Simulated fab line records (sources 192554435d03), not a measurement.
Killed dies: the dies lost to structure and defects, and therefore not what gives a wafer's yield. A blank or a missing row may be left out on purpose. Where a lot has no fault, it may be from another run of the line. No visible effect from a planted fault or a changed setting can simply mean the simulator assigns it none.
A single fault, viewed from 2 desks || flow n5-finfet || what lay behind the numbers comes last; until then each desk has only its own

## AT THE TOOL OWNER'S DESK: litho-track-03
The tool's own readings at N5_BEOL_M12_DEVELOP_09 (develop time 45 s): means of the sampled wafers that have a number, for each lot that ran on this tool. Marked OUT: a lot whose mean sits more than 4 standard deviations from the usual mean, which makes it out of limits; the brackets give that distance.
Columns: A = chill-plate-temp-C at N5_BEOL_M12_DEVELOP_09, usual 23.02 C; B = resist-line-temp-C at N5_BEOL_M12_DEVELOP_09, usual 22.99 C
{"lot": "L710", "first seen here": "day 10 17:36", "A": 22.96, "B": 23.10}
{"lot": "L711", "first seen here": "day 11 05:56", "A": 22.90, "B": 23.16}
{"lot": "L713", "first seen here": "day 11 07:47", "A": 22.80, "B": 22.88}
{"lot": "L717", "first seen here": "day 12 17:08", "A": 23.16, "B": 23.01}
This desk found nothing out of limits on any of the 4 lots.

## METROLOGY DESK
Means of the sampled wafers that have a number, per lot and without regard to the tool the lot ran on: this is what the gauges read. Marked OUT: a lot whose mean sits more than 4 standard deviations from the usual mean, which makes it out of limits; the brackets give that distance.
Columns: A = cd-nm at N5_BEOL_M12_CD_MEAS_10, usual 140.3 nm
{"lot": "L710", "first seen here": "day 10 17:43", "A": 140.6}
{"lot": "L711", "first seen here": "day 11 06:03", "A": 139.2}
{"lot": "L713", "first seen here": "day 11 07:54", "A": 142.0}
{"lot": "L715", "first seen here": "day 11 08:04", "A": 139.7}
{"lot": "L714", "first seen here": "day 11 14:02", "A": 138.1}
{"lot": "L716", "first seen here": "day 12 08:11", "A": 141.1}
{"lot": "L718", "first seen here": "day 12 14:16", "A": 141.8}
{"lot": "L717", "first seen here": "day 12 17:15", "A": 141.5}
{"lot": "L719", "first seen here": "day 12 22:32", "A": 140.7}
{"lot": "L720", "first seen here": "day 14 02:01", "A": 138.4}
{"lot": "L723", "first seen here": "day 14 09:39", "A": 139.3}
{"lot": "L732", "first seen here": "day 16 11:10", "A": 138.9}
This desk found nothing out of limits on any of the 12 lots.

## PUT TOGETHER
Nothing out of limits was seen by the tool owner's desk.
The metrology desk saw nothing out of limits.

## WHAT WAS PUT IN BY THE SIMULATOR
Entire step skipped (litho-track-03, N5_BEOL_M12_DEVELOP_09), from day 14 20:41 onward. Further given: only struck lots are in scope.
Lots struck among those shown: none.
